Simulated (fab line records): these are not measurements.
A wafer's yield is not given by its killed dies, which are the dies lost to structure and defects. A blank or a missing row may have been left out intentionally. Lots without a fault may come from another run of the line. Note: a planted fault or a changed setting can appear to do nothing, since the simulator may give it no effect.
Matching of chambers	flow nand harc	4 sister chambers for NHARC_A_STAIRCASE_ETCH_313 on rie diel-12
The step etches the open film in CF4/CHF3. 20 wafers are shown with their chamber, then 10 later ones without.

## WAFERS PAIRED WITH THEIR CHAMBERS
wafer	chamber	showerhead plenum p Torr (Torr)	drypump motor current A (A)	rf vpp V (V)
L074.1	3	1.66	5.21	372.7
L074.2	1	1.54	5.95	370.0
L074.5	1	1.54	5.96	369.5
L076.1	0	1.54	5.65	368.9
L076.5	3	1.66	5.20	373.8
L076.6	2	1.68	5.57	374.7
L079.1	3	1.65	5.18	374.5
L079.4	0	1.53	5.62	370.0
L079.6	1	1.54	5.99	369.5
L081.2	0	1.53	5.60	369.0
L081.3	3	1.65	5.14	373.4
L081.4	1	1.54	5.96	370.2
L082.2	1	1.54	5.98	369.0
L082.3	3	1.65	5.21	372.1
L082.5	1	1.54	5.96	370.0
L085.2	3	1.65	5.17	372.1
L085.3	2	1.67	5.53	373.3
L085.6	3	1.65	5.22	373.9
L086.1	2	1.67	5.51	373.0
L086.5	3	1.65	5.19	374.2

SIGNATURES (averages over the wafers above)
reading	chamber 0	chamber 1	chamber 2	chamber 3	scatter within a chamber
showerhead plenum p Torr	1.5333	1.5400	1.6733	1.6525	0.00421
drypump motor current A	5.6233	5.9667	5.5367	5.1900	0.0238
rf vpp V	369.300	369.700	373.667	373.337	0.77
Rule: distance of a wafer from a chamber = root of the sum over the readings of ((wafer's reading minus chamber's mean) / reading's scatter) squared. The wafer belongs to the nearest chamber; if the next one is less than 2 further off, it can't be placed. The scatter: the root of (the sum of the squares of (reading less its chamber's mean) over the shown wafers, divided by (wafers less chambers)).

## WAFERS WHOSE CHAMBER IS MISSING
wafer	showerhead plenum p Torr (Torr)	drypump motor current A (A)	rf vpp V (V)
L086.6	1.67	5.53	373.1
L093.4	1.65	5.22	372.3
L093.5	1.65	5.22	372.4
L093.6	1.53	5.64	370.1
L091.1	1.67	5.55	375.4
L091.3	1.53	5.64	368.1
L091.4	1.53	5.99	369.3
L097.1	1.65	5.21	373.4
L097.5	1.64	5.19	373.2
L097.6	1.67	5.52	374.8

## WHICH CHAMBER EACH ONE RAN IN
wafer	from the rows above	in truth
L086.6	2	2
L093.4	3	3
L093.5	3	3
L093.6	0	0
L091.1	2	2
L091.3	0	0
L091.4	1	1
L097.1	3	3
L097.5	3	3
L097.6	2	2
Correct placement for 10 of the 10. Can't be placed from these rows: 0. Wrongly placed: 0.
